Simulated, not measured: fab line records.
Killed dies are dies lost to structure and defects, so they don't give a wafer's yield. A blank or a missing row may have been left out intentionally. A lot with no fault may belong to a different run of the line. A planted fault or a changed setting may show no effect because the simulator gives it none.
Which tool did it? / flow n5_finfet / 24 lots, 72 wafers sampled, at 6 steps of a route of 1938

WHAT THE GAUGES SHOWED, per wafer
N5_BEOL_M6_OVL_MEAS_12.
lot=L074; measured=day 8 18:32; on=overlay-01; M6_OVL (nm)=1.8 1.0 1.4
lot=L075; measured=day 8 23:35; on=overlay-02; M6_OVL (nm)=1.1 1.1 0.6
lot=L076; measured=day 9 14:09; on=overlay-02; M6_OVL (nm)=0.0 1.0 -0.7
lot=L077; measured=day 9 14:19; on=overlay-01; M6_OVL (nm)=0.2 -1.0 -0.5
lot=L078; measured=day 9 20:30; on=overlay-02; M6_OVL (nm)=0.8 0.4 -0.5
lot=L079; measured=day 9 23:01; on=overlay-01; M6_OVL (nm)=-1.1 -0.5 0.4
lot=L081; measured=day 10 07:41; on=overlay-02; M6_OVL (nm)=-0.9 -1.1 0.2
lot=L080; measured=day 10 07:51; on=overlay-01; M6_OVL (nm)=2.5 2.9 0.8
lot=L082; measured=day 10 10:41; on=overlay-01; M6_OVL (nm)=0.6 0.0 0.7
lot=L083; measured=day 10 21:09; on=overlay-02; M6_OVL (nm)=1.5 1.1 1.3
lot=L086; measured=day 11 16:53; on=overlay-02; M6_OVL (nm)=0.0 1.3 0.2
lot=L084; measured=day 11 20:16; on=overlay-01; M6_OVL (nm)=-0.2 -0.4 -0.5
lot=L085; measured=day 12 01:03; on=overlay-02; M6_OVL (nm)=1.2 0.3 0.8
lot=L088; measured=day 12 01:29; on=overlay-02; M6_OVL (nm)=0.3 0.3 1.3
lot=L087; measured=day 12 04:49; on=overlay-01; M6_OVL (nm)=0.7 -0.3 0.2
lot=L089; measured=day 12 18:04; on=overlay-01; M6_OVL (nm)=0.5 -0.1 0.4
lot=L090; measured=day 12 19:03; on=overlay-02; M6_OVL (nm)=0.9 0.4 0.1
lot=L092; measured=day 13 04:13; on=overlay-01; M6_OVL (nm)=0.0 -0.1 -0.1
lot=L091; measured=day 13 09:19; on=overlay-02; M6_OVL (nm)=1.0 0.4 0.2
lot=L094; measured=day 13 14:27; on=overlay-01; M6_OVL (nm)=0.9 0.5 0.3
lot=L093; measured=day 13 17:49; on=overlay-01; M6_OVL (nm)=-0.3 -0.2 0.4
lot=L096; measured=day 14 05:58; on=overlay-01; M6_OVL (nm)=1.6 0.0 -0.5
lot=L095; measured=day 14 06:12; on=overlay-01; M6_OVL (nm)=0.6 -0.2 -1.1
lot=L097; measured=day 14 10:13; on=overlay-02; M6_OVL (nm)=0.1 1.0 0.3

N5_BEOL_M6_CD_MEAS_35: target cd 40 nm, target cd y 28 nm.
lot=L074; measured=day 8 20:11; on=cd_sem-03; cd_nm (nm)=40.3 40.7 40.3
lot=L075; measured=day 9 02:03; on=cd_sem-01; cd_nm (nm)=39.9 40.2 41.0
lot=L076; measured=day 9 18:20; on=cd_sem-02; cd_nm (nm)=39.5 40.5 40.7
lot=L077; measured=day 9 18:04; on=cd_sem-03; cd_nm (nm)=41.7 40.3 40.7
lot=L078; measured=day 9 22:09; on=cd_sem-03; cd_nm (nm)=39.9 39.3 39.6
lot=L079; measured=day 10 01:16; on=cd_sem-01; cd_nm (nm)=40.6 39.9 40.1
lot=L081; measured=day 10 11:35; on=cd_sem-03; cd_nm (nm)=40.3 40.4 40.1
lot=L080; measured=day 10 11:11; on=cd_sem-01; cd_nm (nm)=41.1 40.1 39.3
lot=L082; measured=day 10 13:00; on=cd_sem-01; cd_nm (nm)=39.7 39.9 39.6
lot=L083; measured=day 11 00:16; on=cd_sem-01; cd_nm (nm)=41.0 40.4 40.5
lot=L086; measured=day 11 21:15; on=cd_sem-01; cd_nm (nm)=40.6 40.3 39.7
lot=L084; measured=day 12 00:38; on=cd_sem-01; cd_nm (nm)=40.9 40.4 40.9
lot=L085; measured=day 12 04:14; on=cd_sem-02; cd_nm (nm)=40.1 39.4 39.8
lot=L088; measured=day 12 04:26; on=cd_sem-02; cd_nm (nm)=40.0 39.5 39.1
lot=L087; measured=day 12 07:13; on=cd_sem-03; cd_nm (nm)=40.4 41.0 39.3
lot=L089; measured=day 12 21:03; on=cd_sem-02; cd_nm (nm)=40.3 39.7 40.5
lot=L090; measured=day 12 21:09; on=cd_sem-03; cd_nm (nm)=40.0 39.3 39.5
lot=L092; measured=day 13 08:44; on=cd_sem-02; cd_nm (nm)=39.8 39.9 40.3
lot=L091; measured=day 13 11:02; on=cd_sem-02; cd_nm (nm)=38.9 39.2 39.1
lot=L094; measured=day 13 17:10; on=cd_sem-03; cd_nm (nm)=40.8 40.4 40.7
lot=L093; measured=day 13 20:21; on=cd_sem-02; cd_nm (nm)=39.9 38.8 39.7
lot=L096; measured=day 14 07:31; on=cd_sem-03; cd_nm (nm)=39.6 39.2 39.2
lot=L095; measured=day 14 08:05; on=cd_sem-03; cd_nm (nm)=40.0 40.1 39.6
lot=L097; measured=day 14 13:35; on=cd_sem-03; cd_nm (nm)=40.8 40.3 41.1

N5_BEOL_M7_CD_MEAS_11 targets a cd of 38.5 nm.
lot=L074; measured=day 8 23:57; on=cd_sem-02; cd_nm (nm)=38.7 37.8 38.7
lot=L075; measured=day 9 06:11; on=cd_sem-01; cd_nm (nm)=37.7 38.1 38.5
lot=L076; measured=day 10 00:04; on=cd_sem-01; cd_nm (nm)=39.4 39.1 37.9
lot=L077; measured=day 9 22:50; on=cd_sem-02; cd_nm (nm)=39.1 38.9 38.7
lot=L078; measured=day 10 02:43; on=cd_sem-01; cd_nm (nm)=38.3 38.1 37.9
lot=L079; measured=day 10 07:46; on=cd_sem-03; cd_nm (nm)=39.2 38.6 39.3
lot=L081; measured=day 10 16:32; on=cd_sem-03; cd_nm (nm)=38.4 37.5 38.5
lot=L080; measured=day 10 16:27; on=cd_sem-02; cd_nm (nm)=38.2 38.5 38.7
lot=L082; measured=day 10 16:44; on=cd_sem-01; cd_nm (nm)=39.4 38.4 39.1
lot=L083; measured=day 11 04:33; on=cd_sem-02; cd_nm (nm)=38.5 38.9 38.7
lot=L086; measured=day 12 04:17; on=cd_sem-01; cd_nm (nm)=38.0 38.4 39.4
lot=L084; measured=day 12 05:10; on=cd_sem-02; cd_nm (nm)=38.0 37.6 37.8
lot=L085; measured=day 12 08:43; on=cd_sem-02; cd_nm (nm)=38.8 39.0 39.6
lot=L088; measured=day 12 11:01; on=cd_sem-02; cd_nm (nm)=38.6 38.8 38.7
lot=L087; measured=day 12 11:31; on=cd_sem-03; cd_nm (nm)=38.2 38.3 37.8
lot=L089; measured=day 13 04:10; on=cd_sem-03; cd_nm (nm)=39.2 37.8 37.7
lot=L090; measured=day 13 04:19; on=cd_sem-03; cd_nm (nm)=38.9 39.0 39.4
lot=L092; measured=day 13 14:19; on=cd_sem-03; cd_nm (nm)=37.9 38.4 38.9
lot=L091; measured=day 13 16:28; on=cd_sem-03; cd_nm (nm)=39.3 39.7 39.1
lot=L094; measured=day 14 00:27; on=cd_sem-02; cd_nm (nm)=38.6 39.2 39.1
lot=L093; measured=day 14 01:44; on=cd_sem-02; cd_nm (nm)=38.9 39.1 38.4
lot=L096; measured=day 14 13:30; on=cd_sem-02; cd_nm (nm)=38.2 38.5 38.3
lot=L095; measured=day 14 13:40; on=cd_sem-03; cd_nm (nm)=39.1 38.5 37.9
lot=L097; measured=day 14 19:09; on=cd_sem-02; cd_nm (nm)=39.0 38.7 38.6

WHAT TOOL EACH LOT RAN ON (gives the tool, then ch and the chambers of the sampled wafers, and finally the start)
lot=L074; N5_BEOL_M5_CO_CAP_78=cvd_co-01 ch 0,1,2, day 8 14:58; N5_BEOL_M6_HM_OPEN_17=rie_metal-01 ch 0,1, day 8 18:52; N5_BEOL_M6_DESCUM_33=rie_diel-05 ch 1,2,3, day 8 19:37
lot=L075; N5_BEOL_M5_CO_CAP_78=cvd_co-01 ch 0,2, day 8 20:37; N5_BEOL_M6_HM_OPEN_17=rie_metal-03 ch 0,1, day 9 00:30; N5_BEOL_M6_DESCUM_33=rie_diel-01 ch 1,2,3, day 9 01:28
lot=L076; N5_BEOL_M5_CO_CAP_78=cvd_co-02 ch 0,2, day 9 11:01; N5_BEOL_M6_HM_OPEN_17=rie_metal-01 ch 0,1, day 9 14:35; N5_BEOL_M6_DESCUM_33=rie_diel-05 ch 2,3, day 9 17:46
lot=L077; N5_BEOL_M5_CO_CAP_78=cvd_co-01 ch 0,1,2, day 9 11:22; N5_BEOL_M6_HM_OPEN_17=rie_metal-02 ch 1, day 9 14:39; N5_BEOL_M6_DESCUM_33=rie_diel-06 ch 0,2, day 9 17:29
lot=L078; N5_BEOL_M5_CO_CAP_78=cvd_co-01 ch 0,1, day 9 19:02; N5_BEOL_M6_HM_OPEN_17=rie_metal-02 ch 1, day 9 20:50; N5_BEOL_M6_DESCUM_33=rie_diel-05 ch 2,3, day 9 21:34
lot=L079; N5_BEOL_M5_CO_CAP_78=cvd_co-01 ch 0,2, day 9 21:05; N5_BEOL_M6_HM_OPEN_17=rie_metal-01 ch 0,1, day 9 23:22; N5_BEOL_M6_DESCUM_33=rie_diel-01 ch 1,2,3, day 10 00:41
lot=L081; N5_BEOL_M5_CO_CAP_78=cvd_co-01 ch 0,2, day 10 05:10; N5_BEOL_M6_HM_OPEN_17=rie_metal-03 ch 0,1, day 10 08:01; N5_BEOL_M6_DESCUM_33=rie_diel-01 ch 0,2,3, day 10 11:01
lot=L080; N5_BEOL_M5_CO_CAP_78=cvd_co-02 ch 0,2, day 10 05:23; N5_BEOL_M6_HM_OPEN_17=rie_metal-02 ch 0,1, day 10 08:11; N5_BEOL_M6_DESCUM_33=rie_diel-05 ch 1,3, day 10 10:36
lot=L082; N5_BEOL_M5_CO_CAP_78=cvd_co-02 ch 0,1,2, day 10 07:57; N5_BEOL_M6_HM_OPEN_17=rie_metal-02 ch 0,1, day 10 11:02; N5_BEOL_M6_DESCUM_33=rie_diel-01 ch 0,3, day 10 12:25
lot=L083; N5_BEOL_M5_CO_CAP_78=cvd_co-02 ch 0,2, day 10 19:33; N5_BEOL_M6_HM_OPEN_17=rie_metal-03 ch 0,1, day 10 21:29; N5_BEOL_M6_DESCUM_33=rie_diel-05 ch 1,2,3, day 10 23:41
lot=L086; N5_BEOL_M5_CO_CAP_78=cvd_co-01 ch 0,1,2, day 11 13:53; N5_BEOL_M6_HM_OPEN_17=rie_metal-03 ch 0,1, day 11 17:13; N5_BEOL_M6_DESCUM_33=rie_diel-05 ch 0,1,2, day 11 20:40
lot=L084; N5_BEOL_M5_CO_CAP_78=cvd_co-02 ch 0,2, day 11 16:11; N5_BEOL_M6_HM_OPEN_17=rie_metal-01 ch 1, day 11 20:37; N5_BEOL_M6_DESCUM_33=rie_diel-05 ch 0,1,3, day 12 00:03
lot=L085; N5_BEOL_M5_CO_CAP_78=cvd_co-02 ch 0,1,2, day 11 22:14; N5_BEOL_M6_HM_OPEN_17=rie_metal-01 ch 1, day 12 01:58; N5_BEOL_M6_DESCUM_33=rie_diel-06 ch 0,2,3, day 12 03:40
lot=L088; N5_BEOL_M5_CO_CAP_78=cvd_co-01 ch 0,1, day 11 23:28; N5_BEOL_M6_HM_OPEN_17=rie_metal-03 ch 0,1, day 12 02:00; N5_BEOL_M6_DESCUM_33=rie_diel-05 ch 0,1,3, day 12 03:51
lot=L087; N5_BEOL_M5_CO_CAP_78=cvd_co-01 ch 0,1, day 12 02:05; N5_BEOL_M6_HM_OPEN_17=rie_metal-03 ch 0, day 12 05:19; N5_BEOL_M6_DESCUM_33=rie_diel-05 ch 0,3, day 12 06:38
lot=L089; N5_BEOL_M5_CO_CAP_78=cvd_co-01 ch 0,1,2, day 12 16:35; N5_BEOL_M6_HM_OPEN_17=rie_metal-02 ch 0,1, day 12 18:25; N5_BEOL_M6_DESCUM_33=rie_diel-05 ch 0,1,3, day 12 20:28
lot=L090; N5_BEOL_M5_CO_CAP_78=cvd_co-01 ch 1,2, day 12 17:03; N5_BEOL_M6_HM_OPEN_17=rie_metal-01 ch 0,1, day 12 19:23; N5_BEOL_M6_DESCUM_33=rie_diel-06 ch 1,2, day 12 20:34
lot=L092; N5_BEOL_M5_CO_CAP_78=cvd_co-02 ch 0,1, day 13 00:32; N5_BEOL_M6_HM_OPEN_17=rie_metal-02 ch 0,1, day 13 04:52; N5_BEOL_M6_DESCUM_33=rie_diel-06 ch 0,1,2, day 13 08:09
lot=L091; N5_BEOL_M5_CO_CAP_78=cvd_co-01 ch 1,2, day 13 07:09; N5_BEOL_M6_HM_OPEN_17=rie_metal-02 ch 0,1, day 13 09:39; N5_BEOL_M6_DESCUM_33=rie_diel-01 ch 1,2,3, day 13 10:26
lot=L094; N5_BEOL_M5_CO_CAP_78=cvd_co-02 ch 0,1, day 13 12:18; N5_BEOL_M6_HM_OPEN_17=rie_metal-01 ch 0,1, day 13 15:12; N5_BEOL_M6_DESCUM_33=rie_diel-06 ch 1,2, day 13 16:35
lot=L093; N5_BEOL_M5_CO_CAP_78=cvd_co-02 ch 0,2, day 13 15:58; N5_BEOL_M6_HM_OPEN_17=rie_metal-03 ch 0,1, day 13 18:11; N5_BEOL_M6_DESCUM_33=rie_diel-06 ch 0,1,2, day 13 19:46
lot=L096; N5_BEOL_M5_CO_CAP_78=cvd_co-01 ch 0,1,2, day 14 03:19; N5_BEOL_M6_HM_OPEN_17=rie_metal-02 ch 0,1, day 14 06:20; N5_BEOL_M6_DESCUM_33=rie_diel-06 ch 1,2,3, day 14 06:56
lot=L095; N5_BEOL_M5_CO_CAP_78=cvd_co-01 ch 0,2, day 14 03:31; N5_BEOL_M6_HM_OPEN_17=rie_metal-03 ch 0,1, day 14 06:38; N5_BEOL_M6_DESCUM_33=rie_diel-01 ch 0,1,2, day 14 07:30
lot=L097; N5_BEOL_M5_CO_CAP_78=cvd_co-01 ch 0,1,2, day 14 07:37; N5_BEOL_M6_HM_OPEN_17=rie_metal-02 ch 0,1, day 14 11:19; N5_BEOL_M6_DESCUM_33=rie_diel-06 ch 0,1, day 14 13:01
- N5_BEOL_M5_CO_CAP_78: material Co, precursor CCTBA/H2, target thk 2 nm, time 102.1 s.
- N5_BEOL_M6_HM_OPEN_17: chemistry Cl2/BCl3, target TiN, target depth 20 nm, overetch 6 nm.
- N5_BEOL_M6_DESCUM_33: chemistry O2, time 7 s.

AS READ BY THE TOOLS THEMSELVES (means over the sampled wafers that have a number; for cases with no such wafer, the mark the record gives instead)
N5_BEOL_M5_CO_CAP_78.
lot=L074; tool=cvd_co-01; heater_power_w (W)=235; susceptor_temp_C (C)=200.06
lot=L075; tool=cvd_co-01; heater_power_w (W)=224; susceptor_temp_C (C)=199.96
lot=L076; tool=cvd_co-02; heater_power_w (W)=241; susceptor_temp_C (C)=199.85
lot=L077; tool=cvd_co-01; heater_power_w (W)=233; susceptor_temp_C (C)=199.98
lot=L078; tool=cvd_co-01; heater_power_w (W)=235; susceptor_temp_C (C)=199.75
lot=L079; tool=cvd_co-01; heater_power_w (W)=222; susceptor_temp_C (C)=199.99
lot=L081; tool=cvd_co-01; heater_power_w (W)=226; susceptor_temp_C (C)=199.93
lot=L080; tool=cvd_co-02; heater_power_w (W)=231; susceptor_temp_C (C)=200.02
lot=L082; tool=cvd_co-02; heater_power_w (W)=231; susceptor_temp_C (C)=200.03
lot=L083; tool=cvd_co-02; heater_power_w (W)=236; susceptor_temp_C (C)=199.99
lot=L086; tool=cvd_co-01; heater_power_w (W)=234; susceptor_temp_C (C)=200.01
lot=L084; tool=cvd_co-02; heater_power_w (W)=229; susceptor_temp_C (C)=200.21
lot=L085; tool=cvd_co-02; heater_power_w (W)=226; susceptor_temp_C (C)=200.02
lot=L088; tool=cvd_co-01; heater_power_w (W)=220; susceptor_temp_C (C)=199.99
lot=L087; tool=cvd_co-01; heater_power_w (W)=235; susceptor_temp_C (C)=200.03
lot=L089; tool=cvd_co-01; heater_power_w (W)=235; susceptor_temp_C (C)=200.05
lot=L090; tool=cvd_co-01; heater_power_w (W)=250; susceptor_temp_C (C)=200.07
lot=L092; tool=cvd_co-02; heater_power_w (W)=225; susceptor_temp_C (C)=199.93
lot=L091; tool=cvd_co-01; heater_power_w (W)=247; susceptor_temp_C (C)=199.93
lot=L094; tool=cvd_co-02; heater_power_w (W)=225; susceptor_temp_C (C)=200.17
lot=L093; tool=cvd_co-02; heater_power_w (W)=229; susceptor_temp_C (C)=199.97
lot=L096; tool=cvd_co-01; heater_power_w (W)=239; susceptor_temp_C (C)=199.97
lot=L095; tool=cvd_co-01; heater_power_w (W)=224; susceptor_temp_C (C)=199.92
lot=L097; tool=cvd_co-01; heater_power_w (W)=238; susceptor_temp_C (C)=199.81

N5_BEOL_M6_HM_OPEN_17.
lot=L074; tool=rie_metal-01; drypump_motor_current_A (A)=5.3; oes_product_au (a.u.)=0.68; throttle_valve_pct (%)=22.17
lot=L075; tool=rie_metal-03; drypump_motor_current_A (A)=5.9; oes_product_au (a.u.)=0.75; throttle_valve_pct (%)=21.97
lot=L076; tool=rie_metal-01; drypump_motor_current_A (A)=5.2; oes_product_au (a.u.)=0.68; throttle_valve_pct (%)=22.17
lot=L077; tool=rie_metal-02; drypump_motor_current_A (A)=5.1; oes_product_au (a.u.)=0.69; throttle_valve_pct (%)=21.97
lot=L078; tool=rie_metal-02; drypump_motor_current_A (A)=5.1; oes_product_au (a.u.)=0.70; throttle_valve_pct (%)=21.96
lot=L079; tool=rie_metal-01; drypump_motor_current_A (A)=5.2; oes_product_au (a.u.)=0.70; throttle_valve_pct (%)=22.12
lot=L081; tool=rie_metal-03; drypump_motor_current_A (A)=5.9; oes_product_au (a.u.)=0.74; throttle_valve_pct (%)=21.97
lot=L080; tool=rie_metal-02; drypump_motor_current_A (A)=5.7; oes_product_au (a.u.)=0.77; throttle_valve_pct (%)=22.00
lot=L082; tool=rie_metal-02; drypump_motor_current_A (A)=5.7; oes_product_au (a.u.)=0.78; throttle_valve_pct (%)=22.00
lot=L083; tool=rie_metal-03; drypump_motor_current_A (A)=5.7; oes_product_au (a.u.)=0.65; throttle_valve_pct (%)=22.09
lot=L086; tool=rie_metal-03; drypump_motor_current_A (A)=5.9; oes_product_au (a.u.)=0.71; throttle_valve_pct (%)=22.00
lot=L084; tool=rie_metal-01; drypump_motor_current_A (A)=5.2; oes_product_au (a.u.)=0.72; throttle_valve_pct (%)=22.05
lot=L085; tool=rie_metal-01; drypump_motor_current_A (A)=5.2; oes_product_au (a.u.)=0.73; throttle_valve_pct (%)=22.04
lot=L088; tool=rie_metal-03; drypump_motor_current_A (A)=5.7; oes_product_au (a.u.)=0.65; throttle_valve_pct (%)=22.10
lot=L087; tool=rie_metal-03; drypump_motor_current_A (A)=5.4; oes_product_au (a.u.)=0.58; throttle_valve_pct (%)=22.22
lot=L089; tool=rie_metal-02; drypump_motor_current_A (A)=5.7; oes_product_au (a.u.)=0.73; throttle_valve_pct (%)=22.02
lot=L090; tool=rie_metal-01; drypump_motor_current_A (A)=5.3; oes_product_au (a.u.)=0.66; throttle_valve_pct (%)=22.18
lot=L092; tool=rie_metal-02; drypump_motor_current_A (A)=5.7; oes_product_au (a.u.)=0.74; throttle_valve_pct (%)=22.02
lot=L091; tool=rie_metal-02; drypump_motor_current_A (A)=5.4; oes_product_au (a.u.)=0.70; throttle_valve_pct (%)=22.00
lot=L094; tool=rie_metal-01; drypump_motor_current_A (A)=5.2; oes_product_au (a.u.)=0.66; throttle_valve_pct (%)=22.20
lot=L093; tool=rie_metal-03; drypump_motor_current_A (A)=5.9; oes_product_au (a.u.)=0.70; throttle_valve_pct (%)=22.00
lot=L096; tool=rie_metal-02; drypump_motor_current_A (A)=5.4; oes_product_au (a.u.)=0.70; throttle_valve_pct (%)=22.00
lot=L095; tool=rie_metal-03; drypump_motor_current_A (A)=5.9; oes_product_au (a.u.)=0.69; throttle_valve_pct (%)=22.01
lot=L097; tool=rie_metal-02; drypump_motor_current_A (A)=5.7; oes_product_au (a.u.)=0.74; throttle_valve_pct (%)=22.00

N5_BEOL_M6_DESCUM_33.
lot=L074; tool=rie_diel-05; drypump_motor_current_A (A)=5.5; oes_product_au (a.u.)=0.78; rf_vpp_V (V)=245.1; showerhead_plenum_p_Torr (Torr)=2.18; throttle_valve_pct (%)=20.40
lot=L075; tool=rie_diel-01; drypump_motor_current_A (A)=5.7; oes_product_au (a.u.)=0.79; rf_vpp_V (V)=243.1; showerhead_plenum_p_Torr (Torr)=2.13; throttle_valve_pct (%)=20.67
lot=L076; tool=rie_diel-05; drypump_motor_current_A (A)=5.5; oes_product_au (a.u.)=0.79; rf_vpp_V (V)=244.7; showerhead_plenum_p_Torr (Torr)=2.18; throttle_valve_pct (%)=20.23
lot=L077; tool=rie_diel-06; drypump_motor_current_A (A)=5.5; oes_product_au (a.u.)=0.79; rf_vpp_V (V)=242.3; showerhead_plenum_p_Torr (Torr)=2.09; throttle_valve_pct (%)=20.61
lot=L078; tool=rie_diel-05; drypump_motor_current_A (A)=5.3; oes_product_au (a.u.)=0.74; rf_vpp_V (V)=245.0; showerhead_plenum_p_Torr (Torr)=2.17; throttle_valve_pct (%)=20.45
lot=L079; tool=rie_diel-01; drypump_motor_current_A (A)=5.7; oes_product_au (a.u.)=0.78; rf_vpp_V (V)=243.3; showerhead_plenum_p_Torr (Torr)=2.13; throttle_valve_pct (%)=20.70
lot=L081; tool=rie_diel-01; drypump_motor_current_A (A)=5.5; oes_product_au (a.u.)=0.75; rf_vpp_V (V)=243.8; showerhead_plenum_p_Torr (Torr)=2.13; throttle_valve_pct (%)=20.71
lot=L080; tool=rie_diel-05; drypump_motor_current_A (A)=5.7; oes_product_au (a.u.)=0.80; rf_vpp_V (V)=245.0; showerhead_plenum_p_Torr (Torr)=2.19; throttle_valve_pct (%)=20.20
lot=L082; tool=rie_diel-01; drypump_motor_current_A (A)=5.2; oes_product_au (a.u.)=0.75; rf_vpp_V (V)=242.9; showerhead_plenum_p_Torr (Torr)=2.12; throttle_valve_pct (%)=20.83
lot=L083; tool=rie_diel-05; drypump_motor_current_A (A)=5.5; oes_product_au (a.u.)=0.75; rf_vpp_V (V)=244.9; showerhead_plenum_p_Torr (Torr)=2.17; throttle_valve_pct (%)=20.43
lot=L086; tool=rie_diel-05; drypump_motor_current_A (A)=5.8; oes_product_au (a.u.)=0.80; rf_vpp_V (V)=244.7; showerhead_plenum_p_Torr (Torr)=2.12; throttle_valve_pct (%)=20.43
lot=L084; tool=rie_diel-05; drypump_motor_current_A (A)=6.0; oes_product_au (a.u.)=0.84; rf_vpp_V (V)=244.9; showerhead_plenum_p_Torr (Torr)=2.14; throttle_valve_pct (%)=20.21
lot=L085; tool=rie_diel-06; drypump_motor_current_A (A)=5.8; oes_product_au (a.u.)=0.83; rf_vpp_V (V)=243.6; showerhead_plenum_p_Torr (Torr)=2.10; throttle_valve_pct (%)=20.56
lot=L088; tool=rie_diel-05; drypump_motor_current_A (A)=6.0; oes_product_au (a.u.)=0.85; rf_vpp_V (V)=243.9; showerhead_plenum_p_Torr (Torr)=2.14; throttle_valve_pct (%)=20.22
lot=L087; tool=rie_diel-05; drypump_motor_current_A (A)=6.3; oes_product_au (a.u.)=0.91; rf_vpp_V (V)=243.8; showerhead_plenum_p_Torr (Torr)=2.10; throttle_valve_pct (%)=20.03
lot=L089; tool=rie_diel-05; drypump_motor_current_A (A)=6.0; oes_product_au (a.u.)=0.83; rf_vpp_V (V)=244.3; showerhead_plenum_p_Torr (Torr)=2.14; throttle_valve_pct (%)=20.23
lot=L090; tool=rie_diel-06; drypump_motor_current_A (A)=6.1; oes_product_au (a.u.)=0.87; rf_vpp_V (V)=243.3; showerhead_plenum_p_Torr (Torr)=2.13; throttle_valve_pct (%)=20.33
lot=L092; tool=rie_diel-06; drypump_motor_current_A (A)=5.5; oes_product_au (a.u.)=0.82; rf_vpp_V (V)=243.3; showerhead_plenum_p_Torr (Torr)=2.09; throttle_valve_pct (%)=20.43
lot=L091; tool=rie_diel-01; drypump_motor_current_A (A)=5.7; oes_product_au (a.u.)=0.76; rf_vpp_V (V)=243.7; showerhead_plenum_p_Torr (Torr)=2.12; throttle_valve_pct (%)=20.73
lot=L094; tool=rie_diel-06; drypump_motor_current_A (A)=5.7; oes_product_au (a.u.)=0.79; rf_vpp_V (V)=243.0; showerhead_plenum_p_Torr (Torr)=2.09; throttle_valve_pct (%)=20.34
lot=L093; tool=rie_diel-06; drypump_motor_current_A (A)=5.6; oes_product_au (a.u.)=0.82; rf_vpp_V (V)=242.9; showerhead_plenum_p_Torr (Torr)=2.09; throttle_valve_pct (%)=20.44
lot=L096; tool=rie_diel-06; drypump_motor_current_A (A)=5.8; oes_product_au (a.u.)=0.78; rf_vpp_V (V)=242.7; showerhead_plenum_p_Torr (Torr)=2.10; throttle_valve_pct (%)=20.49
lot=L095; tool=rie_diel-01; drypump_motor_current_A (A)=5.7; oes_product_au (a.u.)=0.78; rf_vpp_V (V)=242.7; showerhead_plenum_p_Torr (Torr)=2.07; throttle_valve_pct (%)=20.55
lot=L097; tool=rie_diel-06; drypump_motor_current_A (A)=5.0; oes_product_au (a.u.)=0.77; rf_vpp_V (V)=242.0; showerhead_plenum_p_Torr (Torr)=2.05; throttle_valve_pct (%)=20.55

THE ANSWER, worked out from the rows above alone
Rule: the lots themselves supply what counts as usual. The widest of any qualifying gaps counts: lots, ordered by their means at a reading, are off when they make up no more than a third of the lots, leave a main group of 4 or more, and stand apart from it by 3 or more times the standard deviation of that group's means. A main group is skipped when, at the precision printed for the reading in the tables above, its means are all equal. A lot without any number at a reading at which 4 lots or more have one is off too. The other lots that the step has rows for count as sound. The gauges are gone through in route order, then the tools' own readings, and for those a lot's mean is taken as printed above. The first step at which some lot is off is used, and at that step the reading that is off furthest; a lot without a number counts as furthest.
None of the lots is off at any reading shown; this tells nothing.

WHAT THE SIMULATOR HAD INSERTED
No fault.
